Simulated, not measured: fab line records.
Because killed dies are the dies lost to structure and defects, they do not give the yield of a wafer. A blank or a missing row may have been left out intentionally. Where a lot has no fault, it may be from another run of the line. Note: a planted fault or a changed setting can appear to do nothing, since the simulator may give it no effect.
fab line records    flow nand_harc    part 1 of 2: steps 1 to 30 of 39
record: lots: 5  wafers: 15  last_day: 33
route steps=1302 shown A_CHANNEL_FILL_D2@628 A_STAIRCASE@639
lots that met no fault: from a run of the same line without faults
start_h: the number of hours between the record's first day and the start of the first shown wafer of the lot    wait_h: time in hours since the lot's previous step    " identical to the entry in the row above    L1.1+2: several wafers, shown together as one row    - no value present, or no start provided    * or withheld: withheld    < > ~ a bound
route shown NAME@n: a module of which the file shows steps, and the number in the route of the first    usual: mean/standard deviation of fault-free wafers    same: alike in all rows    chamber/n: place in a boat    sites: readings site by site    _std_site: standard deviation across them    _edge_site: the outer-site mean with the inner-site mean subtracted    radius_mm: for every site, how far away it sits from the centre of the wafer    mask NAME#n: copy n    behind: the last tool/chamber to shape the wafer    hold: what put the lot on hold/how long, in hours/how the hold closed    device: whichever transistor did not switch (one of n, p or np)    end of line: tests run on the same wafers once the route is complete    a step without rows: its recipe alone    killed: the dies lost at the first sort to structure and to defects; this is not the yield of the wafer    map: a wafer's dies, marking killed ones x, the rest . and places with no die _
set.NAME: the run value of the setting; set.NAME@STEP: its run value at that earlier step    model.NAME: the simulator's own value behind a step, which no gauge read
a table for each step, a row for each wafer; lots at some steps of the route
services: a tool's chamber out of use, with start hour (start_h, from the record's first day; less than 0 if before it), hours out, and reason
== steps ==
step: NHARC_A_CHANNEL_FILL_D2_ETCHBACK_08
recipe: target_depth_a: 2200  time_s: 110  c4f8_flow_sccm: 20  ar_flow_sccm: withheld  rf_w: 600  bias_w: 300  chemistry: C4F8
usual: oes_product_au: 0.97/0.032  rf_fwd_power_W: 595.9/2.2  rf_vpp_V: 441.4/2.2
lot.wafer  tool         chamber  start_h  wait_h  oes_product_au  rf_fwd_power_W  rf_hours_counter_h  rf_vpp_V
L074.3     rie_diel-05  0        -        -       0.93            593.5           4                   442.7
L074.5     "            0        "        "       0.93            597.6           -                   443.3
L074.6     "            1        "        "       0.93            596.2           -                   441.5
L085.3     rie_diel-05  0        -        -       1.01            595.4           1                   442.6
L085.5     "            0        "        "       1.00            595.9           -                   443.8
L085.6     "            1        "        "       1.00            597.8           -                   442.5
L091.4     rie_diel-05  1        -        -       1.00            596.0           3                   442.6
L091.5     "            3        "        "       1.00            593.8           -                   441.3
L091.6     "            0        "        "       1.01            596.1           -                   444.0
L092.2     rie_diel-05  0        -        -       1.01            597.1           3                   442.6
L092.3     "            2        "        "       1.01            598.3           3                   446.5
L092.6     "            1        "        "       0.98            593.2           -                   442.1
L096.1     rie_diel-05  1        -        -       0.93            595.9           5                   442.6
L096.3     "            2        "        "       0.93            597.7           4                   444.7
L096.6     "            0        "        "       0.95            595.9           -                   443.2
step: NHARC_A_CHANNEL_FILL_D2_STRIP_29
recipe: time_s: 20  o2_flow_sccm: 500  ar_flow_sccm: 0  bias_w: 0  chemistry: O2
usual: drypump_motor_current_A: 5.8/0.37  oes_product_au: 1.000/0.0098  rf_vpp_V: 57.9/0.9  showerhead_plenum_p_Torr: 3.55/0.12  throttle_valve_pct: 17.036/0.0085
lot.wafer  tool         chamber  start_h  wait_h  drypump_motor_current_A  oes_product_au  rf_hours_counter_h  rf_vpp_V  showerhead_plenum_p_Torr  throttle_valve_pct
L074.3     rie_diel-05  0        -        -       5.5                      1.003           4                   56.4      3.67                      17.047
L074.5     "            1        "        "       5.2                      1.008           -                   58.3      3.64                      17.039
L074.6     "            2        "        "       5.4                      1.005           -                   58.6      3.78                      17.039
L085.3     rie_diel-05  0        -        -       5.5                      1.002           1                   58.0      3.67                      17.038
L085.5     "            1        "        "       5.2                      0.999           -                   57.9      3.64                      17.040
L085.6     "            2        "        "       5.4                      0.990           -                   58.6      3.78                      17.031
L091.4     rie_diel-05  1        -        -       5.2                      0.996           3                   57.2      3.64                      17.036
L091.5     "            3        "        "       6.0                      1.001           -                   57.3      3.50                      17.041
L091.6     "            0        "        "       5.5                      1.012           -                   57.4      3.67                      17.044
L092.2     rie_diel-05  1        -        -       5.2                      1.003           4                   57.8      3.64                      17.033
L092.3     "            3        "        "       6.0                      1.003           3                   55.5      3.50                      17.040
L092.6     "            1        "        "       5.2                      1.003           -                   58.0      3.64                      17.037
L096.3     rie_diel-05  2        -        -       5.4                      1.009           4                   57.8      3.77                      17.052
L096.1     "            1        "        "       5.2                      1.019           5                   58.0      3.64                      17.038
L096.6     "            2        "        "       5.4                      1.003           -                   58.8      3.77                      17.041
step: NHARC_A_CHANNEL_FILL_D2_PRECLEAN_30
recipe: time_s: 30  chemistry: dHF
lot.wafer   tool          chamber  start_h  wait_h
L074.6+3+5  wet_bench-02  7,0,1    353.06   -
L085.3+5+6  wet_bench-01  0,2,5    462.97   -
L091.5+6+4  wet_bench-06  7,0,1    510.17   -
L092.3+6+2  wet_bench-06  3,4,0    523.88   -
L096.3+1+6  wet_bench-02  7,1,4    559.52   -
step: NHARC_A_CHANNEL_FILL_D2_SRD_31
lot.wafer   tool          chamber  start_h  wait_h
L074.6+3+5  wet_bench-02  7,0,1    353.07   0.0
L085.3+5+6  wet_bench-01  0,2,5    462.99   0.0
L091.5+6+4  wet_bench-06  7,0,1    510.19   0.0
L092.3+6+2  wet_bench-06  3,4,0    523.91   0.0
L096.3+1+6  wet_bench-02  7,1,4    559.55   0.0
step: NHARC_A_CHANNEL_FILL_D2_CVD_09
recipe: target_thk_a: 1500  temp_c: 620  pressure_mtorr: 200  time_s: 3000  material: poly-Si
usual: zone_power_bottom_pct: 13.3/0.87  zone_power_top_pct: 18.3/1.3
lot.wafer  tool           chamber  start_h  wait_h  zone_power_bottom_pct  zone_power_top_pct
L074.3     lpcvd_poly-03  0        355.34   2.3     13.6                   19.3
L074.5     "              0        "        "       13.6                   19.3
L074.6     "              0        "        "       13.5                   19.0
L085.3     lpcvd_poly-03  0        465.18   2.2     13.6                   19.4
L085.5     "              0        "        "       13.5                   19.4
L085.6     "              0        "        "       13.5                   19.4
L091.4     lpcvd_poly-03  0        512.46   2.3     13.5                   19.0
L091.5     "              0        "        "       13.5                   19.5
L091.6     "              0        "        "       13.4                   19.6
L092.2     lpcvd_poly-04  0        526.42   2.5     12.2                   18.2
L092.3     "              0        "        "       12.2                   18.3
L092.6     "              0        "        "       12.2                   18.2
L096.1     lpcvd_poly-04  0        561.88   2.3     12.4                   18.2
L096.3     "              0        "        "       11.9                   18.1
L096.6     "              0        "        "       12.1                   18.2
step: NHARC_A_CHANNEL_FILL_D2_CMP_10
recipe: target_thk_nm: 150
usual: motor_current_A: 12.0/1  time_to_endpoint_s: 15.2/2.2
lot.wafer  tool    chamber  start_h  wait_h  motor_current_A  time_to_endpoint_s
L074.3     cmp-04  2        358.55   0.4     13.2             14.1
L074.5     "       1        "        "       12.5             15.3
L074.6     "       2        "        "       13.8             16.4
L085.3     cmp-03  2        468.35   0.4     13.0             15.6
L085.5     "       2        "        "       13.5             13.3
L085.6     "       3        "        "       10.9             12.8
L091.4     cmp-04  3        515.71   0.4     12.0             13.4
L091.6     "       1        "        "       13.4             14.7
L091.5     "       2        "        "       14.1             14.9
L092.2     cmp-01  1        529.57   0.4     10.8             16.9
L092.3     "       0        "        "       11.7             18.0
L092.6     "       2        "        "       11.2             17.1
L096.1     cmp-01  1        565.05   0.4     10.3             13.4
L096.3     "       2        "        "       10.9             13.1
L096.6     "       2        "        "       11.0             14.5
step: NHARC_A_CHANNEL_FILL_D2_SRD_12
lot.wafer   tool          chamber  start_h  wait_h
L074.6+5+3  wet_bench-06  7,0,2    358.82   0.0
L085.3+6+5  wet_bench-01  0,1,2    468.65   0.0
L091.5+4+6  wet_bench-06  6,0,3    515.95   0.0
L092.2+6+3  wet_bench-01  6,7,0    529.86   0.0
L096.1+3+6  wet_bench-02  4,5,7    565.36   0.0
step: NHARC_A_CHANNEL_FILL_D2_RTA_24
recipe: temp_c: 1000  time_s: 5
usual: wafer_temp_C_max: 1004.1/1.2
same: lamp_power_pct: 24  lamp_zone_4_pct: 24
lot.wafer  tool           chamber  start_h  wait_h  wafer_temp_C_max
L074.3     rtp_anneal-02  0        359.03   0.1     1004.2
L074.5     "              0        "        "       1003.8
L074.6     "              0        "        "       1003.4
L085.3     rtp_anneal-02  0        468.82   0.1     1002.5
L085.5     "              0        "        "       1004.2
L085.6     "              0        "        "       1004.4
L091.4     rtp_anneal-02  0        516.16   0.1     1004.4
L091.5     "              0        "        "       1003.5
L091.6     "              0        "        "       1003.0
L092.2     rtp_anneal-02  0        530.01   0.1     1002.2
L092.3     "              0        "        "       1003.1
L092.6     "              0        "        "       1004.4
L096.1     rtp_anneal-02  0        565.47   0.0     1002.8
L096.3     "              0        "        "       1002.4
L096.6     "              0        "        "       1003.0
step: NHARC_A_CHANNEL_FILL_D2_INSPECT_13
usual: raw_defect_count: 364/120
lot.wafer  tool               chamber  start_h  wait_h  raw_defect_count
L074.3     defect_inspect-02  -        359.17   0.1     988
L074.5     "                  -        "        "       357
L074.6     "                  -        "        "       333
L085.3     defect_inspect-01  -        468.96   0.1     323
L085.5     "                  -        "        "       362
L085.6     "                  -        "        "       299
L091.4     defect_inspect-01  -        516.27   0.1     381
L091.5     "                  -        "        "       357
L091.6     "                  -        "        "       322
L092.2     defect_inspect-01  -        530.18   0.1     341
L092.3     "                  -        "        "       269
L092.6     "                  -        "        "       302
L096.1     defect_inspect-01  -        565.67   0.2     269
L096.3     "                  -        "        "       335
L096.6     "                  -        "        "       424
step: NHARC_A_STAIRCASE_DEP_156
recipe: target_thk_a: 500  temp_c: 400  target_thk_nm: 50  flow_sccm: 200  rf_w: 450  material: SiNx
usual: heater_power_w: 758/120  rf_fwd_power_W: 448.4/1.4
lot.wafer  tool      chamber  start_h  wait_h  heater_power_w  rf_fwd_power_W
L074.3     pecvd-01  0        359.29   0.1     634             449.1
L074.5     "         1        "        "       875             448.9
L074.6     "         0        "        "       651             447.9
L085.3     pecvd-01  2        469.03   0.1     674             445.6
L085.5     "         0        "        "       657             449.6
L085.6     "         1        "        "       919             448.4
L091.5     pecvd-03  0        516.42   0.1     880             447.5
L091.4     "         1        "        "       845             448.1
L091.6     "         2        "        "       502             448.7
L092.3     pecvd-01  1        530.25   0.1     973             449.2
L092.2     "         2        "        "       577             445.1
L092.6     "         1        "        "       977             449.9
L096.1     pecvd-04  0        565.73   0.1     929             448.6
L096.3     "         1        "        "       715             448.3
L096.6     "         0        "        "       917             451.3
step: NHARC_A_STAIRCASE_DEHYDRATE_158
recipe: temp_c: 150  time_s: 120
lot.wafer   tool            chamber  start_h  wait_h
L074.3+5+6  litho_track-07  0        359.51   0.2
L085.3+5+6  litho_track-03  0        469.30   0.2
L091.4+5+6  litho_track-02  0        516.61   0.1
L092.2+3+6  litho_track-03  0        530.52   0.2
L096.1+3+6  litho_track-03  0        566.01   0.2
step: NHARC_A_STAIRCASE_HMDS_159
recipe: time_s: 30
lot.wafer   tool            chamber  start_h  wait_h
L074.3+5+6  litho_track-07  0        -        -
L085.3+5+6  litho_track-03  0        -        -
L091.4+5+6  litho_track-02  0        -        -
L092.2+3+6  litho_track-03  0        -        -
L096.1+3+6  litho_track-03  0        -        -
step: NHARC_A_STAIRCASE_COAT_160
recipe: spin_rpm: 1200
lot.wafer   tool            chamber  start_h  wait_h
L074.3+5+6  litho_track-07  0        -        -
L085.3+5+6  litho_track-03  0        -        -
L091.4+5+6  litho_track-02  0        -        -
L092.2+3+6  litho_track-03  0        -        -
L096.1+3+6  litho_track-03  0        -        -
step: NHARC_A_STAIRCASE_SOFTBAKE_161
recipe: temp_c: 135  time_s: 170
lot.wafer   tool            chamber  start_h  wait_h
L074.3+5+6  litho_track-07  0        -        -
L085.3+5+6  litho_track-03  0        -        -
L091.4+5+6  litho_track-02  0        -        -
L092.2+3+6  litho_track-03  0        -        -
L096.1+3+6  litho_track-03  0        -        -
step: NHARC_A_STAIRCASE_EBR_162
lot.wafer   tool            chamber  start_h  wait_h
L074.3+5+6  litho_track-07  0        -        -
L085.3+5+6  litho_track-03  0        -        -
L091.4+5+6  litho_track-02  0        -        -
L092.2+3+6  litho_track-03  0        -        -
L096.1+3+6  litho_track-03  0        -        -
step: NHARC_A_STAIRCASE_EXPOSE_163
recipe: na: 0.5  dose_mj: 20.01  mask_id: STAIR_OPEN
lot.wafer   tool            chamber  start_h  wait_h  mask
L074.3+5+6  krf_scanner-04  0        359.85   -       STAIR_OPEN#0
L085.3+5+6  krf_scanner-03  0        469.52   -       STAIR_OPEN#0
L091.4+5+6  krf_scanner-02  0        516.83   -       STAIR_OPEN#0
L092.2+3+6  krf_scanner-02  0        530.86   -       STAIR_OPEN#0
L096.1+3+6  krf_scanner-03  0        566.21   -       STAIR_OPEN#0
step: NHARC_A_STAIRCASE_PEB_164
recipe: peb_temp_c: 115  peb_time_s: 130
lot.wafer   tool            chamber  start_h  wait_h
L074.3+5+6  litho_track-02  0        359.91   0.1
L085.3+5+6  litho_track-07  0        469.58   0.1
L091.4+5+6  litho_track-03  0        516.88   0.0
L092.2+3+6  litho_track-03  0        530.93   0.1
L096.1+3+6  litho_track-07  0        566.28   0.1
step: NHARC_A_STAIRCASE_DEVELOP_165
recipe: time_s: 140
lot.wafer   tool            chamber  start_h  wait_h
L074.3+5+6  litho_track-02  0        -        -
L085.3+5+6  litho_track-07  0        -        -
L091.4+5+6  litho_track-03  0        -        -
L092.2+3+6  litho_track-03  0        -        -
L096.1+3+6  litho_track-07  0        -        -
step: NHARC_A_STAIRCASE_HARDBAKE_167
recipe: temp_c: 120  time_s: 140
lot.wafer   tool            chamber  start_h  wait_h
L074.3+5+6  litho_track-02  0        360.14   -
L085.3+5+6  litho_track-03  0        469.80   -
L091.4+5+6  litho_track-07  0        517.12   -
L092.2+3+6  litho_track-03  0        531.15   -
L096.1+3+6  litho_track-03  0        566.50   -
step: NHARC_A_STAIRCASE_DESCUM_168
recipe: time_s: 3  o2_flow_sccm: 200  ar_flow_sccm: 0  bias_power_w: 0  chemistry: O2
usual: drypump_motor_current_A: 5.6/0.45  oes_product_au: 0.998/0.0093  rf_vpp_V: 57.6/1  showerhead_plenum_p_Torr: 1.89/0.087  throttle_valve_pct: 11.312/0.0095
lot.wafer  tool         chamber  start_h  wait_h  drypump_motor_current_A  oes_product_au  rf_hours_counter_h  rf_vpp_V  showerhead_plenum_p_Torr  throttle_valve_pct
L074.3     rie_diel-02  2        360.23   -       4.9                      1.004           47                  57.9      1.91                      11.305
L074.6     "            1        "        "       6.2                      0.988           -                   58.5      2.06                      11.334
L074.5     "            2        "        "       4.9                      1.002           -                   56.7      1.91                      11.307
L085.3     rie_diel-02  3        469.90   -       5.2                      0.983           18                  59.1      1.86                      11.309
L085.5     "            1        "        "       6.2                      0.976           -                   59.0      2.05                      11.294
L085.6     "            2        "        "       5.0                      0.997           -                   57.6      1.90                      11.296
L091.4     rie_diel-02  3        517.21   -       5.2                      1.015           33                  56.6      1.85                      11.313
L091.5     "            1        "        "       6.2                      0.983           -                   58.9      2.05                      11.315
L091.6     "            2        "        "       4.9                      0.999           -                   59.1      1.90                      11.323
L092.2     rie_diel-03  3        531.24   -       5.1                      0.999           23                  58.0      1.86                      11.304
L092.3     "            2        "        "       5.5                      1.006           24                  58.0      1.90                      11.329
L092.6     "            0        "        "       6.0                      0.979           -                   56.6      1.91                      11.310
L096.1     rie_diel-11  1        566.59   -       5.6                      1.001           44                  56.3      1.76                      11.326
L096.3     "            0        "        "       6.3                      0.993           23                  56.0      1.86                      11.307
L096.6     "            1        "        "       5.6                      0.998           -                   56.3      1.76                      11.319
step: NHARC_A_STAIRCASE_ETCH_169
recipe: target_depth_a: 500  time_s: 107.1  ion_energy_ev: 120  ch3f_flow_sccm: 50  o2_flow_sccm: 30  ar_flow_sccm: 200  rf_w: 500  bias_w: 100  chemistry: CH3F/O2
usual: drypump_motor_current_A: 5.6/0.44  oes_product_au: 0.954/0.018  rf_fwd_power_W: 497.1/1.7  rf_vpp_V: 243.9/1.6  showerhead_plenum_p_Torr: 2.42/0.1  throttle_valve_pct: 20.664/0.0097
lot.wafer  tool         chamber  start_h  wait_h  drypump_motor_current_A  oes_product_au  rf_fwd_power_W  rf_hours_counter_h  rf_vpp_V  showerhead_plenum_p_Torr  throttle_valve_pct
L074.3     rie_diel-02  0        360.33   0.1     5.2                      0.967           493.6           46                  244.9     2.49                      20.665
L074.5     "            2        "        "       4.9                      0.955           498.7           -                   244.9     2.45                      20.672
L074.6     "            3        "        "       5.2                      0.984           497.7           -                   244.7     2.40                      20.656
L085.3     rie_diel-02  1        469.97   0.1     6.2                      0.953           498.9           20                  246.6     2.63                      20.663
L085.6     "            1        "        "       6.2                      0.959           498.5           -                   247.0     2.63                      20.670
L085.5     "            2        "        "       5.0                      0.953           496.1           -                   244.1     2.44                      20.663
L091.4     rie_diel-02  2        517.29   0.1     5.0                      0.948           496.5           34                  245.9     2.44                      20.676
L091.5     "            1        "        "       6.2                      0.935           494.2           -                   247.1     2.62                      20.637
L091.6     "            2        "        "       4.9                      0.940           499.2           -                   242.8     2.44                      20.663
L092.2     rie_diel-03  2        531.42   0.2     5.5                      0.939           496.0           24                  246.5     2.44                      20.678
L092.3     "            0        "        "       6.1                      0.927           499.2           24                  244.4     2.45                      20.673
L092.6     "            1        "        "       5.8                      0.927           498.4           -                   246.0     2.65                      20.655
L096.1     rie_diel-11  3        566.73   0.1     5.9                      0.964           496.8           41                  242.6     2.33                      20.678
L096.3     "            0        "        "       6.3                      0.951           495.4           23                  244.0     2.39                      20.678
L096.6     "            2        "        "       5.3                      0.946           497.6           -                   242.8     2.35                      20.670
step: NHARC_A_STAIRCASE_ETCH_170
recipe: target_depth_a: 2000  time_s: 66.667  ion_energy_ev: 250  c4f6_flow_sccm: 25  o2_flow_sccm: 20  ar_flow_sccm: 500  rf_w: 600  bias_w: 500  chemistry: C4F6/O2
usual: drypump_motor_current_A: 5.6/0.44  oes_product_au: 0.972/0.014  rf_fwd_power_W: 594.8/1.9  rf_vpp_V: 546/3.4  showerhead_plenum_p_Torr: 3.87/0.16  throttle_valve_pct: 26.904/0.0085
lot.wafer  tool         chamber  start_h  wait_h  drypump_motor_current_A  oes_product_au  rf_fwd_power_W  rf_hours_counter_h  rf_vpp_V  showerhead_plenum_p_Torr  throttle_valve_pct
L074.3     rie_diel-02  0        -        -       5.3                      0.979           594.8           46                  547       3.97                      26.898
L074.5     "            3        "        "       5.2                      1.000           595.8           -                   545       3.84                      26.884
L074.6     "            0        "        "       5.3                      0.974           595.6           -                   547       3.97                      26.890
L085.3     rie_diel-02  0        -        -       5.3                      0.971           594.6           20                  548       3.95                      26.892
L085.6     "            0        "        "       5.2                      0.966           592.2           -                   546       3.95                      26.913
L085.5     "            1        "        "       6.2                      0.964           596.1           -                   553       4.18                      26.893
L091.4     rie_diel-02  2        -        -       5.0                      0.965           593.9           34                  546       3.89                      26.897
L091.6     "            1        "        "       6.2                      0.952           594.5           -                   550       4.17                      26.899
L091.5     "            2        "        "       5.0                      0.968           597.1           -                   547       3.89                      26.896
L092.2     rie_diel-03  1        -        -       5.8                      0.971           597.6           26                  553       4.21                      26.898
L092.3     "            3        "        "       5.1                      0.988           592.4           23                  545       3.83                      26.916
L092.6     "            0        "        "       6.1                      0.965           596.6           -                   547       3.91                      26.909
L096.3     rie_diel-11  3        -        -       5.9                      0.998           594.8           41                  545       3.72                      26.914
L096.1     "            1        "        "       5.6                      0.962           597.0           45                  541       3.64                      26.909
L096.6     "            3        "        "       5.9                      0.990           595.5           -                   541       3.72                      26.907
step: NHARC_A_STAIRCASE_STRIP_171
recipe: power_w: 1500  temp_c: 250  chemistry: O2
usual: drypump_motor_current_A: 5.7/0.45  heater_power_w: 377/35  rf_refl_power_W: 22.8/1.2
lot.wafer  tool             chamber  start_h  wait_h  drypump_motor_current_A  heater_power_w  rf_hours_counter_h  rf_refl_power_W
L074.3     plasma_asher-02  0        360.68   -       5.4                      394             -                   24.2
L074.6     "                1        "        "       4.9                      435             -                   23.7
L074.5     "                0        "        "       5.4                      398             -                   24.4
L085.3     plasma_asher-02  1        470.35   -       4.9                      398             -                   -
L085.6     "                0        "        "       5.4                      409             -                   -
L085.5     "                1        "        "       4.9                      412             -                   -
L091.4     plasma_asher-01  0        517.63   -       6.1                      339             -                   -
L091.5     "                0        "        "       6.2                      346             -                   -
L091.6     "                1        "        "       5.9                      377             -                   -
L092.2     plasma_asher-01  1        531.72   -       6.0                      397             0                   22.6
L092.3     "                0        "        "       6.1                      318             -                   21.4
L092.6     "                0        "        "       6.1                      314             -                   21.0
L096.1     plasma_asher-01  1        567.33   -       5.9                      393             8                   -
L096.3     "                1        "        "       5.9                      393             -                   -
L096.6     "                1        "        "       5.9                      390             -                   -
step: NHARC_A_STAIRCASE_STRIP_172
recipe: time_s: 900  temp_c: 130  chemistry: SPM
lot.wafer   tool          chamber  start_h  wait_h
L074.3+6+5  wet_bench-09  1,3,4    360.91   0.2
L085.5+3+6  wet_bench-04  1,4,6    470.55   0.1
L091.5+4+6  wet_bench-09  2,3,7    517.88   0.1
L092.6+3+2  wet_bench-07  7,0,1    532.06   0.1
L096.6+3+1  wet_bench-07  3,4,5    567.68   0.1
step: NHARC_A_STAIRCASE_PRECLEAN_173
recipe: time_s: *  temp_c: 50  bath_age_min: 0  chemistry: SC1
lot.wafer   tool          chamber  start_h  wait_h
L074.3+6+5  wet_bench-09  1,3,4    -        -
L085.5+3+6  wet_bench-04  1,4,6    -        -
L091.5+4+6  wet_bench-09  2,3,7    -        -
L092.6+3+2  wet_bench-07  7,0,1    -        -
L096.6+3+1  wet_bench-07  3,4,5    -        -
step: NHARC_A_STAIRCASE_SRD_174
lot.wafer   tool          chamber  start_h  wait_h
L074.3+6+5  wet_bench-09  1,3,4    -        -
L085.5+3+6  wet_bench-04  1,4,6    -        -
L091.5+4+6  wet_bench-09  2,3,7    -        -
L092.6+3+2  wet_bench-07  7,0,1    -        -
L096.6+3+1  wet_bench-07  3,4,5    -        -
step: NHARC_A_STAIRCASE_DEHYDRATE_01
recipe: temp_c: 150  time_s: 120
lot.wafer   tool            chamber  start_h  wait_h
L074.3+5+6  litho_track-02  0        361.34   -
L085.3+5+6  litho_track-02  0        471.01   -
L091.4+5+6  litho_track-02  0        518.43   -
L092.2+3+6  litho_track-07  0        532.52   -
L096.1+3+6  litho_track-07  0        568.13   -
step: NHARC_A_STAIRCASE_HMDS_02
recipe: time_s: 30
lot.wafer   tool            chamber  start_h  wait_h
L074.3+5+6  litho_track-02  0        -        -
L085.3+5+6  litho_track-02  0        -        -
L091.4+5+6  litho_track-02  0        -        -
L092.2+3+6  litho_track-07  0        -        -
L096.1+3+6  litho_track-07  0        -        -
step: NHARC_A_STAIRCASE_COAT_03
recipe: spin_rpm: 1200
lot.wafer   tool            chamber  start_h  wait_h
L074.3+5+6  litho_track-02  0        -        -
L085.3+5+6  litho_track-02  0        -        -
L091.4+5+6  litho_track-02  0        -        -
L092.2+3+6  litho_track-07  0        -        -
L096.1+3+6  litho_track-07  0        -        -
step: NHARC_A_STAIRCASE_SOFTBAKE_04
recipe: temp_c: 135  time_s: 170
lot.wafer   tool            chamber  start_h  wait_h
L074.3+5+6  litho_track-02  0        -        -
L085.3+5+6  litho_track-02  0        -        -
L091.4+5+6  litho_track-02  0        -        -
L092.2+3+6  litho_track-07  0        -        -
L096.1+3+6  litho_track-07  0        -        -
